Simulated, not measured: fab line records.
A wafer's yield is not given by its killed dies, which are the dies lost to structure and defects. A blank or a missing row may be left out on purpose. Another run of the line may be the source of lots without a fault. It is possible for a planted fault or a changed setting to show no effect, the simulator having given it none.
Split-lot trial || flow n5Finfet || 7 lots, 21 wafers read, on a route of 1938 steps

== THE SPLIT ==
At N5_BEOL_M1_EXPOSE_25 (exposes mask V0, defocus 5 nm, target cd 24 nm), the setting doseMj was moved away from the recipe's 63 on 6 of the 21 wafers read, by -7.1% to -3.6%. For the rest of the wafers, this setting stayed at what the recipe calls for.

== FROM THE SPLIT TO THE READING: what the file shows between them, 2 steps ==
- N5_BEOL_M1_PEB_26: peb time 60 s
- N5_BEOL_M1_DEVELOP_27: develop time 30 s

== THE READING ==
cdNm, in nm, at N5_BEOL_M1_CD_MEAS_28 (target cd y 23.3 nm). Fault-free wafers of this fab line usually give 24.04 nm, standard deviation 0.2 nm.

{"wafer": "L075.1", "tool, chamber at the split": "euvScanner-02, 0", "doseMj as run": 63, "against the recipe": "recipe", "cdNm, nm": 24.09, "against lot-mates on the recipe": "-"}
{"wafer": "L075.2", "tool, chamber at the split": "euvScanner-02, 0", "doseMj as run": 63, "against the recipe": "recipe", "cdNm, nm": 24.32, "against lot-mates on the recipe": "-"}
{"wafer": "L075.5", "tool, chamber at the split": "euvScanner-02, 0", "doseMj as run": 63, "against the recipe": "recipe", "cdNm, nm": 24.00, "against lot-mates on the recipe": "-"}
{"wafer": "L080.1", "tool, chamber at the split": "euvScanner-01, 0", "doseMj as run": 59.23, "against the recipe": "-6.0%", "cdNm, nm": 22.75, "against lot-mates on the recipe": -1.33}
{"wafer": "L080.3", "tool, chamber at the split": "euvScanner-01, 0", "doseMj as run": 63, "against the recipe": "recipe", "cdNm, nm": 24.08, "against lot-mates on the recipe": "-"}
{"wafer": "L080.4", "tool, chamber at the split": "euvScanner-01, 0", "doseMj as run": 59.23, "against the recipe": "-6.0%", "cdNm, nm": 23.12, "against lot-mates on the recipe": -0.96}
{"wafer": "L086.2", "tool, chamber at the split": "euvScanner-02, 0", "doseMj as run": 63, "against the recipe": "recipe", "cdNm, nm": 23.65, "against lot-mates on the recipe": "-"}
{"wafer": "L086.3", "tool, chamber at the split": "euvScanner-02, 0", "doseMj as run": 63, "against the recipe": "recipe", "cdNm, nm": 23.98, "against lot-mates on the recipe": "-"}
{"wafer": "L086.4", "tool, chamber at the split": "euvScanner-02, 0", "doseMj as run": 60.75, "against the recipe": "-3.6%", "cdNm, nm": 23.20, "against lot-mates on the recipe": -0.61}
{"wafer": "L087.1", "tool, chamber at the split": "euvScanner-02, 0", "doseMj as run": 63, "against the recipe": "recipe", "cdNm, nm": 23.71, "against lot-mates on the recipe": "-"}
{"wafer": "L087.3", "tool, chamber at the split": "euvScanner-02, 0", "doseMj as run": 59.6, "against the recipe": "-5.4%", "cdNm, nm": 22.92, "against lot-mates on the recipe": -0.95}
{"wafer": "L087.5", "tool, chamber at the split": "euvScanner-02, 0", "doseMj as run": 63, "against the recipe": "recipe", "cdNm, nm": 24.03, "against lot-mates on the recipe": "-"}
{"wafer": "L093.1", "tool, chamber at the split": "euvScanner-01, 0", "doseMj as run": 63, "against the recipe": "recipe", "cdNm, nm": 24.04, "against lot-mates on the recipe": "-"}
{"wafer": "L093.4", "tool, chamber at the split": "euvScanner-01, 0", "doseMj as run": 63, "against the recipe": "recipe", "cdNm, nm": 23.81, "against lot-mates on the recipe": "-"}
{"wafer": "L093.6", "tool, chamber at the split": "euvScanner-01, 0", "doseMj as run": 58.5, "against the recipe": "-7.1%", "cdNm, nm": 22.68, "against lot-mates on the recipe": -1.24}
{"wafer": "L095.1", "tool, chamber at the split": "euvScanner-01, 0", "doseMj as run": 63, "against the recipe": "recipe", "cdNm, nm": 24.10, "against lot-mates on the recipe": "-"}
{"wafer": "L095.4", "tool, chamber at the split": "euvScanner-01, 0", "doseMj as run": 63, "against the recipe": "recipe", "cdNm, nm": 24.18, "against lot-mates on the recipe": "-"}
{"wafer": "L095.6", "tool, chamber at the split": "euvScanner-01, 0", "doseMj as run": 59.03, "against the recipe": "-6.3%", "cdNm, nm": 23.39, "against lot-mates on the recipe": -0.75}
{"wafer": "L097.1", "tool, chamber at the split": "euvScanner-02, 0", "doseMj as run": 63, "against the recipe": "recipe", "cdNm, nm": 24.04, "against lot-mates on the recipe": "-"}
{"wafer": "L097.4", "tool, chamber at the split": "euvScanner-02, 0", "doseMj as run": 63, "against the recipe": "recipe", "cdNm, nm": 24.23, "against lot-mates on the recipe": "-"}
{"wafer": "L097.5", "tool, chamber at the split": "euvScanner-02, 0", "doseMj as run": 63, "against the recipe": "recipe", "cdNm, nm": 24.21, "against lot-mates on the recipe": "-"}

FIT RESULTS
A straight line over all 21 wafers: cdNm changes by +0.174 nm for each +1% of doseMj; r = +0.92; the points scatter about the line by 0.21 nm.
The same after taking each lot's own level away (the mean of its wafers on the recipe; 21 wafers): +0.169 nm for each +1%; r = +0.95; scatter 0.15 nm.
On that fit, the largest move of doseMj shifts the reading by 1.2 nm.
The lots' own levels span 23.815 to 24.160 nm, that is 1.7 times the standard deviation above.
Hence the lot-to-lot level has little effect on the slope; both slopes agree.
Check: for one of the wafers moved furthest among these (-7.1%), held out of the fit, the line's prediction against its lot-mates is -1.2 nm. Against them it came out at -1.24 nm.

== THESE WAFERS: OTHER SPLITS ==
These wafers also went through other splits before the reading. Each is held against what the fit with the lots' levels taken away leaves over:
{"other split on the same wafers": "N5_SD_EPI_P_EPI_21 epiGrowthTimeS", "wafers away from the commonest value": 8, "r with cdNm (lot level and that fit taken away)": "+0.18"}
{"other split on the same wafers": "N5_SDB_CUT_ETCH_26 icpW", "wafers away from the commonest value": 8, "r with cdNm (lot level and that fit taken away)": "+0.10"}
{"other split on the same wafers": "N5_MOL_CONTACT_COAG_SPUTTER_143 targetThkA", "wafers away from the commonest value": 6, "r with cdNm (lot level and that fit taken away)": -0.22}
{"other split on the same wafers": "N5_MOL_CONTACT_COAG_ETCHBACK_136 targetDepthA", "wafers away from the commonest value": 7, "r with cdNm (lot level and that fit taken away)": -0.06}
{"other split on the same wafers": "N5_MOL_CONTACT_COAG_ETCH_124 biasW", "wafers away from the commonest value": 5, "r with cdNm (lot level and that fit taken away)": "+0.20"}
{"other split on the same wafers": "N5_BEOL_M0_SAQP_EXPOSE_37 doseMj", "wafers away from the commonest value": 7, "r with cdNm (lot level and that fit taken away)": -0.16}
{"other split on the same wafers": "N5_BEOL_M1_PECVD_72 tempC", "wafers away from the commonest value": 6, "r with cdNm (lot level and that fit taken away)": -0.54}

== THE WHOLE CHAIN: every reading that the file lists as answering this split, in the file's order ==
{"step": "N5_BEOL_M1_CD_MEAS_28", "what it does": "target cd y 23.3 nm", "reading": "cdNm", "change (the file's fit)": "+0.165 nm for each +1% of the setting", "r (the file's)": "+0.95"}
{"step": "N5_BEOL_M1_VIA_ETCH_34", "what it does": "etches the open film in C4F6/O2, target depth 67.8 nm, time 64.4 s", "reading": "BEOL_M1.cdNm (the simulator's own value, which no gauge read)", "change (the file's fit)": "+0.165 nm for each +1% of the setting", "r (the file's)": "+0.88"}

== THE FILE'S OWN FIT ==
cdNm changes by +0.165 nm for each +1% of doseMj, r = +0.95.
